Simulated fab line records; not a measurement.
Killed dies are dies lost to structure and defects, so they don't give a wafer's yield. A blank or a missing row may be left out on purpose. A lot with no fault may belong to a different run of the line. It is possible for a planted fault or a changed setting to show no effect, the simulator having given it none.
fab line records -- flow nandHarc
record lots=15, wafers=45, lastDay=33
route steps=1302 shown A_CONTACT@999
lots that met no fault: from a run of the same line without faults
startH: start of the lot's first displayed wafer, in hours after the record's first day -- waitH: how many hours have passed since the lot's step before this one -- " repeats the value in the row above -- L1.1+2: several wafers, shown together as one row -- - value missing, or start not given -- * or withheld: withheld -- < > ~ a bound
route shown NAME@n: names a module that has steps shown in the file, with the first one's number in the route -- usual: mean/standard deviation of fault-free wafers -- same: alike in all rows -- chamber/n: place in a boat -- sites: readings site by site -- _std_site: their standard deviation -- _edge_site: outer sites' mean less inner sites' -- radiusMm: how far each site lies from the wafer's centre -- mask NAME#n: copy n -- behind: tool/chamber where the wafer was last shaped -- hold: cause of the lot's hold/its duration in hours/its outcome -- device: which transistor (n, p or np) failed to switch -- end of line: the same wafers' tests at the end of the route -- where a step has no rows: the recipe by itself -- killed: the dies lost at the first sort to structure and to defects; this is not the yield of the wafer -- map: per-die view of a wafer (x killed, . not killed, _ where there is no die)
set.NAME: setting as actually run; set.NAME@STEP: the setting as run at that earlier step -- model.NAME: the simulator's own value behind a step, which no gauge read
the route's steps for a sample of lots (tables are steps, rows are wafers)
services: a tool's chamber out of use, with start hour (startH, from the record's first day; less than 0 if before it), hours out, and reason
## steps
# step NHARC_A_CONTACT_INSPECT_44
# usual rawDefectCount=79/29
lot.wafer,tool,chamber,startH,waitH,rawDefectCount
L883.1,defectInspect-02,-,471.49,0.0,113
L883.2,defectInspect-02,-,471.49,0.0,136
L883.3,defectInspect-02,-,471.49,0.0,116
L885.3,defectInspect-02,-,484.01,0.0,88
L885.5,defectInspect-02,-,484.01,0.0,94
L885.6,defectInspect-02,-,484.01,0.0,80
L888.3,defectInspect-02,-,514.86,0.0,96
L888.5,defectInspect-02,-,514.86,0.0,106
L888.6,defectInspect-02,-,514.86,0.0,98
L886.1,defectInspect-01,-,515.02,0.0,95
L886.2,defectInspect-01,-,515.02,0.0,94
L886.5,defectInspect-01,-,515.02,0.0,83
L887.1,defectInspect-01,-,519.07,0.0,25
L887.3,defectInspect-01,-,519.07,0.0,26
L887.6,defectInspect-01,-,519.07,0.0,19
L890.2,defectInspect-02,-,548.79,0.0,64
L890.3,defectInspect-02,-,548.79,0.0,55
L890.4,defectInspect-02,-,548.79,0.0,71
L892.1,defectInspect-02,-,562.92,0.0,71
L892.2,defectInspect-02,-,562.92,0.0,59
L892.4,defectInspect-02,-,562.92,0.0,80
L893.2,defectInspect-01,-,566.08,0.0,107
L893.4,defectInspect-01,-,566.08,0.0,81
L893.6,defectInspect-01,-,566.08,0.0,73
L894.1,defectInspect-01,-,575.18,0.0,54
L894.2,defectInspect-01,-,575.18,0.0,55
L894.6,defectInspect-01,-,575.18,0.0,52
L895.1,defectInspect-02,-,582.79,0.0,73
L895.2,defectInspect-02,-,582.79,0.0,57
L895.5,defectInspect-02,-,582.79,0.0,74
L900.1,defectInspect-01,-,639.97,0.0,74
L900.2,defectInspect-01,-,639.97,0.0,79
L900.5,defectInspect-01,-,639.97,0.0,75
L901.2,defectInspect-02,-,640.13,0.0,109
L901.5,defectInspect-02,-,640.13,0.0,93
L901.6,defectInspect-02,-,640.13,0.0,105
L903.2,defectInspect-02,-,672.64,0.0,80
L903.3,defectInspect-02,-,672.64,0.0,75
L903.6,defectInspect-02,-,672.64,0.0,81
L902.1,defectInspect-01,-,673.38,0.0,78
L902.2,defectInspect-01,-,673.38,0.0,69
L902.6,defectInspect-01,-,673.38,0.0,69
L904.1,defectInspect-01,-,700.67,0.0,51
L904.3,defectInspect-01,-,700.67,0.0,43
L904.4,defectInspect-01,-,700.67,0.0,49
# step NHARC_A_CONTACT_ETCH_49
# recipe targetDepthA=2600, overEtchFrac=0.3, timeS=475.3, ionEnergyEv=200, n2FlowSccm=150, h2FlowSccm=150, arFlowSccm=0, rfW=400, biasW=150, chemistry=N2/H2
# usual biasW=150.0/0.45, chamberPressureMTorr=29.998/0.025, drypumpMotorCurrentA=5.8/0.33, n2FlowSccm=150.0/0.46, oesProductAu=1.000/0.0062, rfVppV=430/3.4, showerheadPlenumPTorr=2.04/0.12, throttleValvePct=14.172/0.0083
lot.wafer,tool,chamber,startH,waitH,biasW,chamberPressureMTorr,drypumpMotorCurrentA,n2FlowSccm,oesProductAu,rfHoursCounterH,rfVppV,showerheadPlenumPTorr,throttleValvePct
L883.2,rieDiel-07,3,471.72,-,149.7,29.984,5.5,150.9,1.003,2,426,1.90,14.165
L883.1,rieDiel-07,0,471.72,-,151.0,30.000,5.9,150.0,1.000,2,435,2.22,14.166
L883.3,rieDiel-07,2,471.72,-,149.9,29.980,6.0,149.8,0.999,1,429,2.00,14.173
L885.3,rieDiel-07,1,484.24,-,150.5,30.022,5.9,150.3,0.994,3,429,2.04,14.160
L885.6,rieDiel-07,1,484.24,-,149.5,29.958,5.8,150.7,0.994,-,431,2.04,14.175
L885.5,rieDiel-07,2,484.24,-,150.1,30.036,6.0,150.2,1.001,-,430,2.00,14.180
L888.3,rieDiel-05,1,515.16,-,150.4,30.025,5.4,149.8,1.004,40,431,2.07,14.157
L888.6,rieDiel-05,1,515.16,-,150.1,29.975,5.4,149.6,0.999,-,431,2.07,14.176
L888.5,rieDiel-05,2,515.16,-,149.8,30.026,6.2,149.4,0.999,-,423,1.88,14.159
L886.2,rieDiel-07,2,515.29,-,150.1,30.010,6.0,150.0,1.005,10,428,2.00,14.164
L886.1,rieDiel-07,0,515.29,-,150.2,30.011,5.9,150.8,0.997,12,434,2.21,14.181
L886.5,rieDiel-07,1,515.29,-,150.0,29.995,5.9,150.2,0.991,-,430,2.03,14.178
L887.1,rieDiel-07,0,519.37,-,150.6,29.998,5.9,150.3,0.996,13,435,2.21,14.179
L887.3,rieDiel-07,1,519.37,-,150.8,29.988,5.8,150.2,0.994,11,431,2.03,14.173
L887.6,rieDiel-07,2,519.37,-,150.4,30.001,6.0,149.8,1.013,-,430,2.00,14.155
L890.3,rieDiel-05,1,549.03,-,149.7,30.007,5.3,150.1,1.011,51,430,2.06,14.164
L890.4,rieDiel-05,2,549.03,-,149.6,30.000,6.1,149.4,0.984,52,426,1.87,14.171
L890.2,rieDiel-05,3,549.03,-,149.7,29.990,5.2,150.6,1.017,56,434,2.16,14.167
L892.2,rieDiel-03,1,563.21,-,-,-,-,-,-,-,-,-,-
L892.1,rieDiel-03,3,563.21,-,-,-,-,-,-,-,-,-,-
L892.4,rieDiel-03,0,563.21,-,-,-,-,-,-,-,-,-,-
L893.4,rieDiel-07,0,566.31,-,-,-,-,-,-,-,-,-,-
L893.2,rieDiel-07,2,566.31,-,-,-,-,-,-,-,-,-,-
L893.6,rieDiel-07,0,566.31,-,-,-,-,-,-,-,-,-,-
L894.1,rieDiel-05,2,575.41,-,-,-,-,-,-,-,-,-,-
L894.2,rieDiel-05,0,575.41,-,-,-,-,-,-,-,-,-,-
L894.6,rieDiel-05,2,575.41,-,-,-,-,-,-,-,-,-,-
L895.1,rieDiel-07,3,583.10,-,149.7,29.980,5.6,150.8,1.008,26,426,1.89,14.172
L895.2,rieDiel-07,0,583.10,-,150.7,29.978,6.0,150.2,0.993,26,437,2.21,14.179
L895.5,rieDiel-07,3,583.10,-,149.7,29.968,5.6,149.6,0.987,-,426,1.89,14.186
L900.1,rieDiel-07,1,640.21,-,149.8,30.020,5.9,148.8,1.005,1,430,2.03,14.165
L900.2,rieDiel-07,0,640.21,-,149.3,29.976,5.9,149.9,0.997,1,435,2.21,14.175
L900.5,rieDiel-07,1,640.21,-,149.9,29.995,5.9,149.7,0.990,-,430,2.03,14.187
L901.2,rieDiel-05,2,640.41,-,149.4,29.990,6.2,149.3,0.996,24,433,2.21,14.179
L901.6,rieDiel-05,1,640.41,-,150.0,30.024,5.4,149.8,1.001,-,430,2.05,14.168
L901.5,rieDiel-05,2,640.41,-,149.6,29.977,6.2,149.7,1.007,-,435,2.21,14.158
L903.2,rieDiel-07,3,672.94,-,150.6,29.968,5.6,149.6,0.999,6,424,1.88,14.189
L903.3,rieDiel-07,0,672.94,-,150.7,29.986,5.9,151.0,0.995,5,435,2.20,14.181
L903.6,rieDiel-07,2,672.94,-,150.2,30.068,6.0,150.0,1.005,-,430,1.99,14.179
L902.1,rieDiel-03,1,673.72,-,150.2,30.016,5.9,149.2,0.998,19,427,1.91,14.163
L902.2,rieDiel-03,2,673.72,-,149.7,30.002,5.0,149.5,1.004,22,432,2.14,14.167
L902.6,rieDiel-03,1,673.72,-,150.2,29.984,5.9,150.3,0.997,-,427,1.91,14.186
L904.4,rieDiel-07,3,700.95,-,149.5,29.996,5.6,149.5,1.006,11,425,1.88,14.173
L904.3,rieDiel-07,0,700.95,-,149.5,30.015,5.9,149.9,0.999,10,435,2.20,14.165
L904.1,rieDiel-07,2,700.95,-,149.7,30.024,6.0,151.0,1.007,9,429,1.99,14.166
# step NHARC_A_CONTACT_ETCH_51
# recipe targetDepthA=70000, overEtchFrac=0.3, timeS=1820, ionEnergyEv=150, o2FlowSccm=400, cosFlowSccm=20, arFlowSccm=0, rfW=500, biasW=300, chemistry=O2/COS
# usual biasW=300.0/0.8, chamberPressureMTorr=19.998/0.02, drypumpMotorCurrentA=5.8/0.34, oesProductAu=0.999/0.0067, rfVppV=314.3/2.6, showerheadPlenumPTorr=3.14/0.17, throttleValvePct=28.330/0.0083
lot.wafer,tool,chamber,startH,waitH,biasW,chamberPressureMTorr,drypumpMotorCurrentA,oesProductAu,rfHoursCounterH,rfVppV,showerheadPlenumPTorr,throttleValvePct
L883.1,rieDiel-07,0,-,-,300.6,19.982,5.9,1.002,2,318.1,3.37,28.323
L883.2,rieDiel-07,1,-,-,299.7,20.014,5.9,0.993,1,314.2,3.12,28.332
L883.3,rieDiel-07,2,-,-,300.1,20.008,6.0,0.987,2,313.8,3.07,28.320
L885.3,rieDiel-07,0,-,-,300.8,19.980,5.9,0.999,4,316.8,3.37,28.329
L885.6,rieDiel-07,3,-,-,300.3,20.004,5.6,1.001,-,310.8,2.92,28.326
L885.5,rieDiel-07,0,-,-,302.1,19.981,5.9,0.997,-,318.3,3.37,28.314
L888.3,rieDiel-05,3,-,-,301.7,20.007,5.2,1.004,48,316.7,3.29,28.317
L888.5,rieDiel-05,3,-,-,301.8,19.993,5.2,1.000,-,316.8,3.29,28.332
L888.6,rieDiel-05,0,-,-,300.9,19.989,6.3,1.011,-,317.0,3.35,28.326
L886.1,rieDiel-07,1,-,-,300.4,19.992,5.9,0.991,11,314.4,3.11,28.319
L886.2,rieDiel-07,2,-,-,300.5,20.015,6.0,1.004,10,314.5,3.06,28.327
L886.5,rieDiel-07,0,-,-,299.4,19.995,6.0,0.997,-,318.0,3.37,28.330
L887.3,rieDiel-07,2,-,-,298.5,20.018,6.0,1.004,11,313.3,3.06,28.337
L887.1,rieDiel-07,0,-,-,300.6,20.028,5.9,0.998,14,318.1,3.37,28.336
L887.6,rieDiel-07,3,-,-,298.9,20.009,5.5,0.998,-,310.5,2.92,28.314
L890.4,rieDiel-05,1,-,-,300.2,19.972,5.4,1.000,51,313.4,3.16,28.331
L890.3,rieDiel-05,2,-,-,301.3,20.014,6.2,0.996,53,311.3,2.89,28.324
L890.2,rieDiel-05,3,-,-,299.8,20.033,5.2,0.999,56,316.3,3.29,28.336
L892.1,rieDiel-03,1,-,-,300.3,20.011,5.9,1.002,39,309.1,2.95,28.319
L892.4,rieDiel-03,2,-,-,299.6,19.999,5.0,1.012,36,315.9,3.28,28.348
L892.2,rieDiel-03,3,-,-,300.8,20.007,6.1,0.999,39,318.9,3.35,28.344
L893.4,rieDiel-07,0,-,-,300.7,19.998,5.9,0.995,23,316.7,3.36,28.325
L893.2,rieDiel-07,2,-,-,299.6,20.019,6.0,1.003,20,312.4,3.06,28.345
L893.6,rieDiel-07,1,-,-,300.7,20.054,5.8,0.995,-,315.9,3.11,28.335
L894.1,rieDiel-05,0,-,-,300.2,19.991,6.3,0.988,3,317.2,3.34,28.327
L894.2,rieDiel-05,3,-,-,298.8,20.032,5.2,0.992,3,317.5,3.28,28.331
L894.6,rieDiel-05,0,-,-,298.6,19.999,6.3,0.996,-,317.2,3.34,28.315
L895.1,rieDiel-07,3,-,-,300.2,20.020,5.6,1.012,26,309.7,2.91,28.327
L895.2,rieDiel-07,1,-,-,300.6,20.007,5.9,1.007,23,314.8,3.11,28.318
L895.5,rieDiel-07,2,-,-,301.1,19.995,6.1,0.996,-,313.0,3.06,28.329
L900.1,rieDiel-07,2,-,-,300.3,20.012,6.0,0.991,1,312.9,3.05,28.321
L900.2,rieDiel-07,0,-,-,299.7,19.990,5.9,0.990,2,316.4,3.35,28.346
L900.5,rieDiel-07,3,-,-,299.4,19.981,5.6,1.003,-,312.2,2.91,28.329
L901.2,rieDiel-05,0,-,-,298.9,19.976,6.3,0.995,26,315.6,3.33,28.322
L901.6,rieDiel-05,3,-,-,299.9,20.004,5.2,1.007,-,315.6,3.27,28.334
L901.5,rieDiel-05,0,-,-,298.8,19.972,6.3,0.991,-,317.1,3.33,28.331
L903.3,rieDiel-07,0,-,-,299.6,19.973,5.9,0.988,5,315.8,3.35,28.327
L903.2,rieDiel-07,1,-,-,299.5,19.987,5.9,0.994,5,313.1,3.10,28.335
L903.6,rieDiel-07,2,-,-,299.6,20.002,6.0,1.005,-,313.6,3.05,28.328
L902.2,rieDiel-03,0,-,-,299.8,20.060,5.2,0.989,19,313.1,2.97,28.325
L902.1,rieDiel-03,2,-,-,300.0,19.987,5.0,0.998,23,316.6,3.26,28.319
L902.6,rieDiel-03,1,-,-,299.4,19.985,5.9,0.989,-,309.5,2.93,28.322
L904.4,rieDiel-07,2,-,-,301.2,20.020,6.0,0.986,10,312.7,3.05,28.326
L904.3,rieDiel-07,3,-,-,299.2,19.986,5.6,1.004,11,312.0,2.90,28.325
L904.1,rieDiel-07,1,-,-,299.6,19.975,5.9,1.002,9,314.2,3.10,28.326
# step NHARC_A_CONTACT_ETCH_116
# recipe sourceW=withheld, pressureMtorr=20, biasV=3000, timeS=190, targetDepthA=18500, arFlowSccm=withheld, c4f8FlowSccm=withheld, o2FlowSccm=withheld, chemistry=C4F8/O2/Ar
# usual chamberPressureMTorr=20.001/0.019, oesAirLineAu=1.002/0.018
lot.wafer,tool,chamber,startH,waitH,chamberPressureMTorr,oesAirLineAu,rfHoursCounterH
L883.1,harCapEtch-02,0,474.27,0.1,19.988,1.020,80
L883.2,harCapEtch-02,1,474.27,0.1,19.982,0.949,80
L883.3,harCapEtch-02,1,474.27,0.1,19.991,1.008,-
L885.3,harCapEtch-03,0,489.04,0.1,19.997,0.979,-
L885.6,harCapEtch-03,0,489.04,0.1,20.007,0.991,-
L885.5,harCapEtch-03,1,489.04,0.1,20.033,1.032,-
L888.3,harCapEtch-01,0,517.97,0.2,20.011,1.049,-
L888.5,harCapEtch-01,1,517.97,0.2,20.013,1.012,-
L888.6,harCapEtch-01,0,517.97,0.2,19.961,0.989,-
L886.2,harCapEtch-03,0,518.09,0.2,19.987,0.999,50
L886.1,harCapEtch-03,1,518.09,0.2,20.017,0.965,50
L886.5,harCapEtch-03,1,518.09,0.2,20.000,0.999,-
L887.1,harCapEtch-02,0,521.97,0.1,20.011,1.016,94
L887.3,harCapEtch-02,0,521.97,0.1,20.013,1.020,-
L887.6,harCapEtch-02,1,521.97,0.1,20.016,0.991,-
L890.2,harCapEtch-01,0,551.90,0.2,20.014,0.993,12
L890.4,harCapEtch-01,1,551.90,0.2,20.006,1.004,-
L890.3,harCapEtch-01,0,551.90,0.2,20.002,0.967,-
L892.1,harCapEtch-02,0,565.84,0.1,20.029,1.026,101
L892.2,harCapEtch-02,1,565.84,0.1,20.004,0.993,101
L892.4,harCapEtch-02,1,565.84,0.1,20.013,0.982,-
L893.2,harCapEtch-03,1,568.84,0.1,20.015,1.011,60
L893.4,harCapEtch-03,0,568.84,0.1,20.012,1.036,-
L893.6,harCapEtch-03,1,568.84,0.1,20.000,1.015,-
L894.1,harCapEtch-01,0,577.96,0.1,20.010,1.026,18
L894.2,harCapEtch-01,1,577.96,0.1,19.966,1.012,18
L894.6,harCapEtch-01,1,577.96,0.1,20.018,1.021,-
L895.2,harCapEtch-01,1,585.59,0.1,19.974,0.979,20
L895.1,harCapEtch-01,0,585.59,0.1,20.009,1.038,20
L895.5,harCapEtch-01,1,585.59,0.1,19.967,0.989,-
L901.2,harCapEtch-03,1,642.95,0.1,19.992,0.993,74
L901.5,harCapEtch-03,0,642.95,0.1,19.970,0.979,-
L901.6,harCapEtch-03,1,642.95,0.1,19.984,0.993,-
L900.2,harCapEtch-01,1,643.04,0.2,20.011,0.988,31
L900.1,harCapEtch-01,0,643.04,0.2,20.014,1.016,31
L900.5,harCapEtch-01,1,643.04,0.2,20.002,0.993,-
L903.2,harCapEtch-01,1,675.42,0.1,19.966,0.985,35
L903.3,harCapEtch-01,0,675.42,0.1,20.009,1.015,-
L903.6,harCapEtch-01,0,675.42,0.1,19.975,0.978,-
L902.2,harCapEtch-02,1,676.55,0.1,20.022,0.979,122
L902.1,harCapEtch-02,0,676.55,0.1,20.019,0.976,122
L902.6,harCapEtch-02,0,676.55,0.1,20.008,0.983,-
L904.1,harCapEtch-03,1,703.82,0.2,19.994,1.012,83
L904.3,harCapEtch-03,0,703.82,0.2,19.993,1.008,-
L904.4,harCapEtch-03,1,703.82,0.2,20.008,0.997,-
## services
tool,chamber,startH,hours,kind
rieDiel-07,0,456.44,-,clean
rieDiel-07,0,456.44,-,consumableReplace:showerhead
rieDiel-07,1,456.44,-,clean
rieDiel-07,2,456.44,-,clean
rieDiel-07,3,456.44,-,clean
harCapEtch-01,-,473.00,17.0,pm
rieDiel-07,0,480.94,-,clean
rieDiel-07,1,480.94,-,clean
rieDiel-07,2,480.94,-,clean
rieDiel-07,3,480.94,-,clean
rieDiel-07,0,505.62,-,clean
rieDiel-07,1,505.62,-,clean
rieDiel-07,2,505.62,-,clean
rieDiel-07,3,505.62,-,clean
rieDiel-07,0,530.12,-,clean
rieDiel-07,1,530.12,-,clean
rieDiel-07,2,530.12,-,clean
rieDiel-05,3,534.63,5.9,repair
rieDiel-05,-,559.63,9.0,pm
rieDiel-03,3,607.91,3.9,repair
rieDiel-03,-,611.37,9.0,pm
rieDiel-07,-,624.44,9.0,pm
rieDiel-05,3,649.29,4.2,repair
rieDiel-03,3,669.68,11.9,repair
## key
firstSign step=NHARC_A_CONTACT_ETCH_49, reading=toolRecord, direction=missing
effect none on later readings
metAt NHARC_A_CONTACT_ETCH_49
struckLots L892,L893,L894
laterRowsLeftOut L892.1,L892.2,L892.4,L893.2,L893.4,L893.6,L894.1,L894.2,L894.6
sortLeftOut L892.1,L892.2,L892.4,L893.2,L893.4,L893.6,L894.1,L894.2,L894.6
testerLeftOut L892,L893,L894
notActingAt NHARC_A_CONTACT_INSPECT_44,NHARC_A_CONTACT_ETCH_51,NHARC_A_CONTACT_ETCH_116
onsetBetween 549.03 563.21
fault kind=skippedStepWhole, tool=rieDiel-03,rieDiel-05,rieDiel-07, chamber=-, onsetH=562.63, steps=NHARC_A_CONTACT_ETCH_49, scope=struckLotsOnly
# testerLeftOut: of these lots the tester's yield and bins aren't shown, on N5 and GAA mostly nor the transistor test; their killed dies are dies lost to structure and defects alone, not to doping, threshold or leakage, so they don't give the yield
# sortLeftOut: the simulated sort isn't trusted on such a fault, so these wafers' sort isn't shown, and their yield isn't known
# laterRowsLeftOut: the simulator's readings of these wafers behind a module that went badly wrong aren't trusted and aren't shown, but for the sort
